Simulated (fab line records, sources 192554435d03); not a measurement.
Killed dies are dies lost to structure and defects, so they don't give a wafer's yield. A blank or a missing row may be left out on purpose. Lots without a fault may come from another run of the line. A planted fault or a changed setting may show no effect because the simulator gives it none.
fab line records | flow n5_finfet
record lots=7 wafers=19 last_day=18
route steps=1938 shown BEOL_M13@1661 PASSIVATION@1936
lots that met no fault: from a run of the same line without faults
start_h: hours from the record's first day to the start of the lot's first wafer shown | wait_h: hours since the lot's step before | " the same as in the row above | L1.1+2: a row that stands for several wafers | - no value, or no start given | * or withheld: withheld | < > ~ a bound
route shown NAME@n: a module of which the file shows steps, and the number in the route of the first | usual: mean/standard deviation of fault-free wafers | same: alike in all rows | chamber/n: place in a boat | sites: the reading at each site | _std_site: their standard deviation | _edge_site: outer sites' mean less inner sites' | radius_mm: how far each site lies from the wafer's centre | mask NAME#n: copy n | behind: the tool/chamber that last shaped the wafer | hold: why the lot was held/for how many hours/how that ended | device: the transistor (n, p or np) that didn't switch | end of line: the same wafers' tests at the end of the route | a step without rows: its recipe alone | killed: dies lost to structure and defects at the first sort, not the wafer's yield | map: a wafer's dies, x killed, . not, _ none there
set.NAME: the setting as run; set.NAME@STEP: as run at that earlier step | model.NAME: the simulator's own value behind a step, which no gauge read
lots at some steps of the route; a table a step, a row a wafer
services: from which hour (start_h, from the record's first day; less than 0 if before it) a tool's chamber was out of use, for how many hours, and why
## steps
# step N5_BEOL_M13_COAT_58
# recipe resist=BARC temp_c=205 time_s=60 spin_rpm=1500 resist_thk_nm=89
# step N5_BEOL_M13_COAT_04
# recipe spin_rpm=1625 resist_thk_nm=400
# step N5_BEOL_M13_EBR_06
# recipe solvent=PGMEA ebr_width_mm=1.5
# step N5_BEOL_M13_SOFTBAKE_05
# recipe temp_c=130 time_s=60
# step N5_BEOL_M13_EXPOSE_07
# recipe mask_id=V12 na=0.93 source_shape=conventional sigma_outer=0.6 polarization=unpolarized attpsm_phase_deg=180 dose_mj=24.8
# step N5_BEOL_M13_PEB_08
# recipe peb_temp_c=130 peb_time_s=90
# step N5_BEOL_M13_DEVELOP_09
# recipe develop_time_s=45 rinse_liquid=diw dry=air_spin dev_temp_c=21
# step N5_BEOL_M13_HARDBAKE_14
# recipe temp_c=130 time_s=120
# step N5_BEOL_M13_CD_MEAS_10
# recipe target_cd_nm=190 landing_energy_ev=500 detector=se_inlens polarity=opening
# usual cd_nm=190.1/1.1
# columns lot.wafer tool chamber start_h wait_h cd_nm
L624.4 cd_sem-02 0 306.66 - 188.8
L624.5 " 0 " " 188.7
L624.6 " 0 " " 188.1
L629.1 cd_sem-01 0 364.85 - 191.7
L629.2 " 0 " " 190.6
L629.4 " 0 " " 191.4
L630.1 cd_sem-03 0 365.51 - 191.0
L630.2 " 0 " " 190.5
L630.5 " 0 " " 191.4
L631.1 cd_sem-03 0 373.62 - 190.0
L631.4 " 0 " " 190.5
L631.6 " 0 " " 190.9
L632.3 cd_sem-01 0 377.98 - 190.3
L632.6 " 0 " " 190.0
L634.1 cd_sem-03 0 381.06 - 190.8
L634.6 " 0 " " 190.2
L635.1 cd_sem-02 0 387.32 - 190.9
L635.2 " 0 " " 190.2
L635.3 " 0 " " 191.3
# step N5_BEOL_M13_OVL_MEAS_11
# recipe points_per_wafer=44
# usual V12_OVL=0/5.8
# columns lot.wafer tool chamber start_h wait_h V12_OVL[nm]
L624.4 overlay-01 0 306.69 0.0 17
L624.5 " 0 " " 16
L624.6 " 0 " " 9
L629.1 overlay-01 0 364.89 0.0 -1
L629.2 " 0 " " -6
L629.4 " 0 " " -12
L630.1 overlay-01 0 365.54 0.0 0
L630.2 " 0 " " 0
L630.5 " 0 " " -2
L631.1 overlay-02 0 373.65 0.0 -6
L631.4 " 0 " " -4
L631.6 " 0 " " -7
L632.3 overlay-01 0 378.01 0.0 -8
L632.6 " 0 " " -3
L634.1 overlay-01 0 381.10 0.0 0
L634.6 " 0 " " -1
L635.1 overlay-01 0 387.35 0.0 -10
L635.2 " 0 " " -5
L635.3 " 0 " " -8
# step N5_BEOL_M13_INSPECT_12
# recipe mode=adi inspect_instrument=macro
# usual raw_defect_count=2.1/1.4
# columns lot.wafer tool chamber start_h wait_h raw_defect_count
L624.4 defect_inspect-01 - 306.71 0.0 2
L624.5 " - " " 2
L624.6 " - " " 2
L629.1 defect_inspect-01 - 364.91 0.0 2
L629.2 " - " " 3
L629.4 " - " " 2
L630.1 defect_inspect-02 - 365.56 0.0 1
L630.2 " - " " 2
L630.5 " - " " 3
L631.1 defect_inspect-02 - 373.68 0.0 1
L631.4 " - " " 1
L631.6 " - " " 6
L632.3 defect_inspect-02 - 378.03 0.0 2
L632.6 " - " " 2
L634.1 defect_inspect-02 - 381.12 0.0 3
L634.6 " - " " 3
L635.1 defect_inspect-02 - 387.37 0.0 6
L635.2 " - " " 3
L635.3 " - " " 0
# step N5_BEOL_M13_DESCUM_15
# recipe chemistry=O2 time_s=7.9 source_power_w=50 bias_power_w=20 pressure_mtorr=20 rf_frequency_hz=2.712e+07 temp_c=40 o2_flow_sccm=225
# usual chamber_pressure_mTorr=19.998/0.018 drypump_motor_current_A=5.6/0.48 oes_product_au=0.84/0.098 rf_vpp_V=243.6/1.4 showerhead_plenum_p_Torr=2.12/0.077 throttle_valve_pct=20.23/0.25
# columns lot.wafer tool chamber start_h wait_h chamber_pressure_mTorr drypump_motor_current_A oes_product_au rf_hours_counter_h rf_vpp_V showerhead_plenum_p_Torr throttle_valve_pct
L624.4 rie_diel-02 3 306.75 0.0 20.029 6.0 0.70 231 241.1 1.98 20.44
L624.5 " 1 " " 19.994 6.4 0.73 - 242.1 2.01 20.61
L624.6 " 2 " " 19.987 5.6 0.70 - 244.1 2.16 20.37
L629.1 rie_diel-05 1 364.94 0.0 19.984 5.4 0.81 104 245.0 2.19 20.14
L629.2 " 3 " " 20.005 5.0 0.94 15 243.0 2.14 20.15
L629.4 " 2 " " 19.970 5.6 0.92 32 244.7 2.25 20.39
L630.1 rie_diel-02 3 365.60 0.0 19.970 6.0 0.69 248 241.4 1.97 20.50
L630.2 " 1 " " 20.012 6.4 0.71 182 241.0 2.00 20.63
L630.5 " 2 " " 19.996 5.6 0.69 - 243.8 2.16 20.39
L631.1 rie_diel-03 2 373.71 0.0 19.995 5.6 0.91 32 244.4 2.12 19.96
L631.4 " 3 " " 19.991 5.2 0.76 - 244.2 2.09 20.22
L631.6 " 2 " " 20.008 5.6 0.90 - 243.6 2.12 19.96
L632.3 rie_diel-03 1 378.81 0.8 19.976 6.4 0.85 56 242.4 2.03 19.96
L632.6 " 3 " " 19.969 5.2 0.77 - 243.5 2.09 20.21
L634.1 rie_diel-03 2 381.15 0.0 19.951 5.6 0.89 34 241.4 2.12 19.94
L634.6 " 2 " " 19.989 5.6 0.89 - 243.0 2.12 19.93
L635.1 rie_diel-03 0 387.41 0.0 20.000 5.1 0.98 5 243.7 2.13 20.00
L635.2 " 2 " " 20.003 5.7 0.90 37 244.1 2.11 19.95
L635.3 " 3 " " 19.993 5.2 0.76 119 243.2 2.09 20.23
# step N5_BEOL_M13_ETCH_59
# recipe chemistry=N2/H2 target=BARC target_depth_a=890 overetch_a=267 time_s=67.9 ion_energy_ev=200 pressure_mtorr=30 source_w=840 bias_w=150 n2_flow_sccm=200 h2_flow_sccm=200
# usual bias_w=150.0/0.42 chamber_pressure_mTorr=29.999/0.028 drypump_motor_current_A=5.6/0.48 h2_flow_sccm=200.0/0.62 oes_product_au=0.71/0.078 rf_vpp_V=524.8/2.5 run_length_s=91.1/0.61 showerhead_plenum_p_Torr=2.56/0.091 throttle_valve_pct=17.60/0.22
# columns lot.wafer tool chamber start_h wait_h bias_w chamber_pressure_mTorr drypump_motor_current_A h2_flow_sccm oes_product_au rf_hours_counter_h rf_vpp_V run_length_s showerhead_plenum_p_Torr throttle_valve_pct model.coat_of_BEOL_M13_COAT_04.thk_nm model.etch.depth_nm
L624.4 rie_diel-02 3 306.78 0.0 150.1 29.990 6.0 199.9 0.61 231 519.4 91.7 2.38 17.75 320.2 88.75
L624.5 " 1 " " 150.5 30.021 6.4 200.7 0.63 - 521.4 90.8 2.42 17.91 320.4 88.63
L624.6 " 2 " " 150.2 30.031 5.6 199.9 0.60 - 526.4 90.5 2.62 17.85 321 89.24
L629.1 rie_diel-05 1 364.98 0.0 149.2 30.045 5.4 200.0 0.69 104 527.1 90.9 2.67 17.55 316 88.97
L629.2 " 3 " " 150.0 30.018 5.0 200.5 0.80 15 526.4 90.8 2.57 17.36 320.2 88.96
L629.4 " 2 " " 150.2 29.968 5.6 199.9 0.77 32 528.1 90.9 2.69 17.56 316.4 89.29
L630.1 rie_diel-02 3 365.63 0.0 150.5 29.987 6.0 199.5 0.59 248 519.7 91.7 2.38 17.78 321.8 88.99
L630.2 " 1 " " 149.6 30.043 6.4 199.9 0.62 182 519.6 90.5 2.41 17.95 321.6 88.95
L630.5 " 2 " " 149.8 29.943 5.5 200.8 0.59 - 526.5 90.3 2.61 17.87 323 89.05
L631.1 rie_diel-03 2 373.75 0.0 150.2 30.020 5.6 200.3 0.76 32 526.5 92.2 2.59 17.53 318.6 89.28
L631.4 " 3 " " 149.9 30.048 5.2 199.0 0.66 - 524.9 91.2 2.56 17.81 320.2 89.1
L631.6 " 2 " " 150.3 29.928 5.7 200.4 0.77 - 526.7 92.5 2.59 17.53 319.8 89.29
L632.3 rie_diel-03 1 378.84 0.0 150.0 30.019 6.4 200.5 0.73 56 521.1 90.2 2.46 17.39 318.6 88.91
L632.6 " 3 " " - 30.004 5.1 199.9 0.76 - 523.7 67.0 2.56 17.84 342 73.49
L634.1 rie_diel-03 2 381.19 0.0 149.5 29.969 5.7 200.8 0.75 34 526.0 91.8 2.59 17.54 317.8 89.31
L634.6 " 2 " " - 29.985 5.6 201.0 0.87 - 526.7 67.9 2.59 17.57 343.2 73.48
L635.1 rie_diel-03 0 387.44 0.0 149.9 30.057 5.1 199.9 0.83 5 526.6 91.0 2.59 17.38 318.8 89
L635.2 " 2 " " - 29.988 5.6 200.8 0.86 37 527.0 68.1 2.59 17.56 343.4 72.48
L635.3 " 3 " " 150.0 29.996 5.2 200.2 0.65 119 523.5 91.0 2.56 17.82 321.4 89.17
# step N5_BEOL_M13_VIA_ETCH_16
# recipe chemistry=C4F8/O2/Ar target=SiOC pressure_mtorr=30 source_w=3000 bias_w=700 Ar_flow_sccm=400 C4F8_flow_sccm=15 O2_flow_sccm=8 he_inner_torr=15 he_outer_torr=30 target_depth_a=9217 time_s=withheld ion_energy_ev=250 ends=cleared
# usual bias_w=700.1/2 chamber_pressure_mTorr=29.998/0.024 drypump_motor_current_A=5.6/0.48 mfc_ar_sccm=400.0/1.2 oes_product_au=0.75/0.087 rf_vpp_V=667/3.2 showerhead_plenum_p_Torr=3.46/0.11 throttle_valve_pct=24.00/0.24
# columns lot.wafer tool chamber start_h wait_h bias_w chamber_pressure_mTorr drypump_motor_current_A mfc_ar_sccm oes_product_au rf_vpp_V showerhead_plenum_p_Torr throttle_valve_pct model.coat_of_BEOL_M13_COAT_04.thk_nm
L624.4 rie_diel-02 3 306.83 0.0 698.0 29.987 6.0 402.3 0.63 660 3.27 24.31 69.6
L624.5 " 1 " " 699.4 29.959 6.4 401.3 0.66 662 3.29 24.41 71.8
L624.6 " 2 " " 701.4 29.969 5.6 401.5 0.63 668 3.48 23.86 73
L629.1 rie_diel-05 1 365.03 0.0 701.3 30.032 5.4 401.4 0.73 671 3.60 24.08 71.4
L629.2 " 3 " " 697.4 30.012 5.0 400.4 0.85 667 3.49 23.96 76.2
L629.4 " 2 " " 703.7 29.996 5.6 402.0 0.83 670 3.62 24.02 66.4
L630.1 rie_diel-02 3 365.68 0.0 696.4 29.998 6.0 399.5 0.62 660 3.26 24.33 78.8
L630.2 " 1 " " 697.9 29.962 6.4 399.0 0.65 662 3.28 24.43 77.2
L630.5 " 2 " " 697.1 30.013 5.6 402.0 0.61 667 3.47 23.90 74.6
L631.1 rie_diel-03 2 373.80 0.0 704.2 30.021 5.6 399.0 0.81 668 3.46 23.75 73.6
L631.4 " 3 " " 701.4 30.001 5.2 401.8 0.70 667 3.46 24.20 72.2
L631.6 " 2 " " 703.7 29.973 5.7 399.4 0.81 667 3.46 23.77 70.2
L632.3 rie_diel-03 1 378.89 0.0 695.5 29.988 6.4 398.1 0.76 665 3.34 23.78 66
L632.6 " 3 " " 702.9 30.008 5.1 400.9 0.68 666 3.46 24.20 90
L634.1 rie_diel-03 2 381.24 0.0 703.0 29.978 5.6 401.0 0.81 668 3.46 23.76 73.2
L634.6 " 2 " " 704.3 30.021 5.6 401.7 0.79 667 3.46 23.75 91.6
L635.1 rie_diel-03 0 387.49 0.0 698.6 30.003 5.1 401.2 0.88 669 3.48 23.78 70.8
L635.2 " 2 " " 701.2 29.998 5.6 399.6 0.80 667 3.46 23.75 95.8
L635.3 " 3 " " 703.3 29.991 5.2 399.5 0.70 665 3.46 24.21 68.6
# step N5_BEOL_M13_STRIP_63
# recipe chemistry=N2/H2 power_w=1000 temp_c=250 h2_frac=0.65 overash_fraction=0.3 pressure_mtorr=1000 n2_flow_sccm=1750 h2_flow_sccm=3250
# usual chamber_pressure_mTorr=1000.1/0.99 drypump_motor_current_A=5.9/0.47 h2_flow_sccm=3250/9.9 heater_power_w=343/21 oes_product_au=0.674/0.0044 strip_time_to_endpoint_s=27.7/1.1
# columns lot.wafer tool chamber start_h wait_h chamber_pressure_mTorr drypump_motor_current_A h2_flow_sccm heater_power_w oes_product_au rf_hours_counter_h strip_time_to_endpoint_s
L624.4 plasma_asher-01 1 307.09 - 1000.7 6.4 3258 380 0.681 - 27.6
L624.5 " 1 " " 1001.3 6.4 3254 363 0.678 - 28.2
L624.6 " 0 " " 998.9 5.6 3248 328 0.679 - 28.5
L629.1 plasma_asher-02 0 365.27 - 999.6 5.2 3247 363 0.676 89 28.0
L629.2 " 1 " " 1000.5 5.9 3237 315 0.673 89 29.5
L629.4 " 0 " " 998.2 5.2 3249 366 0.677 - 26.6
L630.1 plasma_asher-01 0 365.92 - 1000.1 5.6 3238 332 0.679 145 30.2
L630.2 " 1 " " 1000.2 6.5 3269 369 0.675 145 29.7
L630.5 " 1 " " 999.2 6.5 3260 364 0.677 - 29.0
L631.1 plasma_asher-01 0 374.03 - 1001.5 5.6 3267 327 0.673 147 28.7
L631.4 " 1 " " 998.6 6.4 3239 349 0.680 - 28.3
L631.6 " 1 " " 1002.1 6.5 3247 360 0.676 - 27.7
L632.3 plasma_asher-01 1 379.15 - 1000.5 6.5 3256 352 0.672 - 26.5
L632.6 " 0 " " 1000.9 5.6 3246 324 0.685 - 33.4
L634.1 plasma_asher-01 0 381.48 - 999.7 5.6 3243 331 0.663 148 28.6
L634.6 " 1 " " 998.2 6.4 3242 366 0.678 - 33.9
L635.1 plasma_asher-02 1 387.73 - 1001.4 5.9 3253 329 0.682 95 27.9
L635.2 " 0 " " 1002.0 5.2 3255 369 0.681 95 35.1
L635.3 " 1 " " 1000.3 5.9 3261 316 0.677 - 27.3
# step N5_BEOL_M13_STRIP_64
# recipe chemistry=N2/H2 power_w=1000 temp_c=250 h2_frac=0.65 overash_fraction=0.3 pressure_mtorr=withheld n2_flow_sccm=1750 h2_flow_sccm=3250
# usual drypump_motor_current_A=5.9/0.47 h2_flow_sccm=3250/9.6 heater_power_w=342/21 oes_product_au=0.715/0.0049 strip_time_to_endpoint_s=31.33/0.07
# columns lot.wafer tool chamber start_h wait_h drypump_motor_current_A h2_flow_sccm heater_power_w oes_product_au rf_hours_counter_h strip_time_to_endpoint_s
L624.4 plasma_asher-01 1 307.15 0.0 6.5 3240 357 0.716 - 31.23
L624.5 " 1 " " 6.5 3246 356 0.711 - 31.21
L624.6 " 0 " " 5.6 3249 324 0.717 - 31.37
L629.1 plasma_asher-02 0 365.33 0.0 5.2 3241 371 0.711 89 31.32
L629.2 " 1 " " 5.9 3245 324 0.710 89 31.30
L629.4 " 0 " " 5.2 3242 365 0.718 - 31.39
L630.1 plasma_asher-01 0 365.98 0.0 5.6 3247 319 0.712 145 31.32
L630.2 " 1 " " 6.5 3262 369 0.715 145 31.29
L630.5 " 1 " " 6.5 3239 356 0.720 - 31.33
L631.1 plasma_asher-01 0 374.09 0.0 5.6 3267 322 0.712 147 31.39
L631.4 " 1 " " 6.5 3229 365 0.713 - 31.33
L631.6 " 1 " " 6.5 3247 358 0.706 - 31.39
L632.3 plasma_asher-01 1 379.21 0.0 6.5 3263 366 0.715 - 31.29
L632.6 " 0 " " 5.6 3257 326 0.720 - 31.33
L634.1 plasma_asher-01 0 381.54 0.0 5.6 3259 327 0.715 148 31.40
L634.6 " 1 " " 6.5 3245 362 0.719 - 31.44
L635.1 plasma_asher-02 1 387.79 0.0 5.9 3251 313 0.711 95 31.32
L635.2 " 0 " " 5.2 3257 366 0.717 95 31.34
L635.3 " 1 " " 5.9 3260 310 0.721 - 31.34
# step N5_BEOL_M13_STRIP_71
# recipe chemistry=post_etch_residue_remover time_s=60 temp_c=25 remover_ph=withheld remover_water_wt_pct=withheld remover_fluoride_wt_pct=withheld
# step N5_BEOL_M13_SRD_72
# recipe time_s=30 temp_c=23 rinse_liquid=diw dry=n2_spin spin_rpm=1500 dry_time_s=30
# step N5_BEOL_M13_CD_MEAS_17
# recipe target_cd_nm=190 polarity=opening
# usual cd_nm=190.1/1.6
# columns lot.wafer tool chamber start_h wait_h cd_nm
L624.4 cd_sem-02 - 307.28 0.0 188.1
L624.5 " - " " 188.0
L624.6 " - " " 188.2
L629.1 cd_sem-02 - 365.47 0.0 192.4
L629.2 " - " " 189.5
L629.4 " - " " 191.7
L630.1 cd_sem-01 - 366.13 0.0 191.5
L630.2 " - " " 189.1
L630.5 " - " " 192.3
L631.1 cd_sem-03 - 374.24 0.0 190.7
L631.4 " - " " 190.9
L631.6 " - " " 191.5
L632.3 cd_sem-02 - 379.34 0.0 190.4
L632.6 " - " " 184.9
L634.1 cd_sem-02 - 381.68 0.0 190.2
L634.6 " - " " 185.6
L635.1 cd_sem-03 - 387.94 0.0 192.3
L635.2 " - " " 185.8
L635.3 " - " " 190.8
# step N5_BEOL_M13_COAT_65
# recipe resist=SOC temp_c=250 time_s=60 spin_rpm=1500 resist_thk_nm=350
# step N5_PASSIVATION_PROBE_49
# usual defect_limited_yield=91.3/1.4 killed_at_M0_to_M3=34/10 killed_at_M4_up=14/5.5 killed_at_contacts=12/6 killed_at_front_end=40/10 killed_at_other=3.0/2.4 killed_dies=103/17 killed_open=68/13 killed_short=34/7.8 sort_bin_5_function=5.1/0.97 sort_bin_6_memory=3.3/0.66 sort_bin_8_speed=0.02/0.12 sort_n_pass=1077/17 sort_yield_pct=91.2/1.4
# same gross_dies=1180 killed_at_back_side=0 sort_bin_4_leakage[%]=0
# columns lot.wafer tool chamber start_h wait_h defect_limited_yield[%] killed_at_M0_to_M3 killed_at_M4_up killed_at_contacts killed_at_front_end killed_at_other killed_dies killed_open killed_short sort_bin_5_function[%] sort_bin_6_memory[%] sort_bin_8_speed[%] sort_n_pass sort_yield_pct[%]
L629.1 prober-01 - 397.34 0.0 91.9 27 11 5 45 8 96 59 37 4.4 3.6 0 1084 91.9
L629.2 prober-01 - 397.39 0.1 90.7 26 21 14 46 3 110 77 28 6.1 2.9 0 1070 90.7
L629.4 prober-01 - 397.49 0.2 91.3 32 26 4 39 2 103 67 35 5.3 3.2 0 1077 91.3
L634.6 prober-01 - 416.85 0.3 91.4 33 13 8 47 1 102 67 30 5.1 3.0 0 1078 91.4
L635.1 prober-01 - 423.29 0.0 91.3 29 17 22 34 1 103 75 27 5.2 3.3 0 1077 91.3
L635.2 prober-01 - 423.34 0.1 88.8 45 17 22 47 1 132 87 43 6.2 4.8 0 1048 88.8
L635.3 prober-01 - 423.39 0.1 90.2 40 21 13 40 2 116 76 39 5.9 3.4 0 1064 90.2
# killed by level:class
L629.1 FIN_SAQP:geometric_particle:short=11 STI_FIN_REVEAL:geometric_particle:open=6 GATE_CUT:geometric_particle:open=6 BEOL_M0_SAQP:geometric_particle:short=6 BEOL_M1:geometric_particle:open=6 BEOL_M4:geometric_particle:open=6 GATE_CUT:geometric_particle:short=5 STARTING-WAFER:geometric_particle:open=5
L629.2 FIN_SAQP:geometric_particle:open=16 MOL_CONTACT_COAG:geometric_particle:open=14 BEOL_M4:geometric_particle:open=9 BEOL_M3:geometric_particle:open=8 FIN_SAQP:geometric_particle:short=6 DUMMY_GATE:geometric_particle:open=6 STI_FIN_REVEAL:geometric_particle:short=5 STI_FIN_REVEAL:geometric_particle:open=5
L629.4 BEOL_M4:geometric_particle:open=13 STI_FIN_REVEAL:geometric_particle:open=10 BEOL_M0_SAQP:geometric_particle:open=7 BEOL_M3:geometric_particle:open=7 GATE_CUT:geometric_particle:short=6 BEOL_M0_SAQP:geometric_particle:short=5 DUMMY_GATE:geometric_particle:open=4 BEOL_M1:geometric_particle:open=4
L634.6 STI_FIN_REVEAL:geometric_particle:open=12 BEOL_M3:geometric_particle:open=11 BEOL_M4:geometric_particle:open=9 FIN_SAQP:geometric_particle:short=8 FIN_SAQP:geometric_particle:open=8 MOL_CONTACT_COAG:geometric_particle:open=7 BEOL_M0_SAQP:geometric_particle:short=5 BEOL_M1:geometric_particle:open=5
L635.1 MOL_CONTACT_COAG:geometric_particle:open=20 BEOL_M2:geometric_particle:open=9 BEOL_M4:geometric_particle:open=9 BEOL_M0_SAQP:geometric_particle:open=6 GATE_CUT:geometric_particle:open=6 BEOL_M0_SAQP:geometric_particle:short=6 FIN_SAQP:geometric_particle:short=5 FIN_SAQP:geometric_particle:open=5
L635.2 MOL_CONTACT_COAG:geometric_particle:open=20 FIN_SAQP:geometric_particle:open=15 FIN_SAQP:geometric_particle:short=10 BEOL_M0_SAQP:geometric_particle:open=10 BEOL_M0_SAQP:geometric_particle:short=7 BEOL_M1:geometric_particle:open=6 BEOL_M3:geometric_particle:open=6 GATE_CUT:geometric_particle:short=5
L635.3 BEOL_M2:geometric_particle:open=12 BEOL_M4:geometric_particle:open=11 FIN_SAQP:geometric_particle:open=10 MOL_CONTACT_COAG:geometric_particle:open=10 FIN_SAQP:geometric_particle:short=9 BEOL_M0_SAQP:geometric_particle:short=9 BEOL_M0_SAQP:geometric_particle:open=8 STI_FIN_REVEAL:geometric_particle:open=5
## services
# columns tool chamber start_h hours kind
rie_diel-05 1 330.57 3.3 repair
plasma_asher-01 - 331.44 1.3 repair
rie_diel-03 2 333.39 19.1 repair
rie_diel-05 - 333.75 0.4 repair
plasma_asher-02 - 348.15 2.1 repair
rie_diel-02 0 350.54 31.6 repair
rie_diel-03 0 358.36 - clean
rie_diel-03 0 358.36 - consumable_replace:focus_ring
rie_diel-03 0 358.36 16.2 scheduled_down
rie_diel-03 0 358.36 16.2 vent_cycle
plasma_asher-02 - 362.09 2.8 pm
rie_diel-02 3 382.39 - clean
rie_diel-02 3 382.39 - consumable_replace:focus_ring
rie_diel-02 3 382.39 - consumable_replace:showerhead
rie_diel-02 3 382.39 22.7 scheduled_down
rie_diel-02 3 382.39 22.7 vent_cycle
rie_diel-05 - 385.81 4.3 pm
## key
first_sign step=N5_BEOL_M13_ETCH_59 reading=run_length_s direction=down sigmas=38 usual=* struck=*
effect step=N5_BEOL_M13_STRIP_63 reading=strip_time_to_endpoint_s direction=up sigmas=5.6 usual=* struck=*
effect step=N5_BEOL_M13_CD_MEAS_17 reading=cd_nm direction=down sigmas=2.9 usual=190.1 struck=185.5
model_effect step=N5_BEOL_M13_ETCH_59 value=coat_of_BEOL_M13_COAT_04.thk_nm without=320.8 struck=342.9
model_effect step=N5_BEOL_M13_VIA_ETCH_16 value=coat_of_BEOL_M13_COAT_04.thk_nm without=70.4 struck=92.47
met_at N5_BEOL_M13_ETCH_59
struck_wafers L632.6,L634.6,L635.2
onset_between 373.75 378.84
fault kind=process_parameter_drift tool=rie_diel-03 chamber=- onset_h=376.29 steps=N5_BEOL_M13_ETCH_59 channel=time_s offset=* shape=step end_h=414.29 scope=struck_wafers_only acts_in=* stated=*
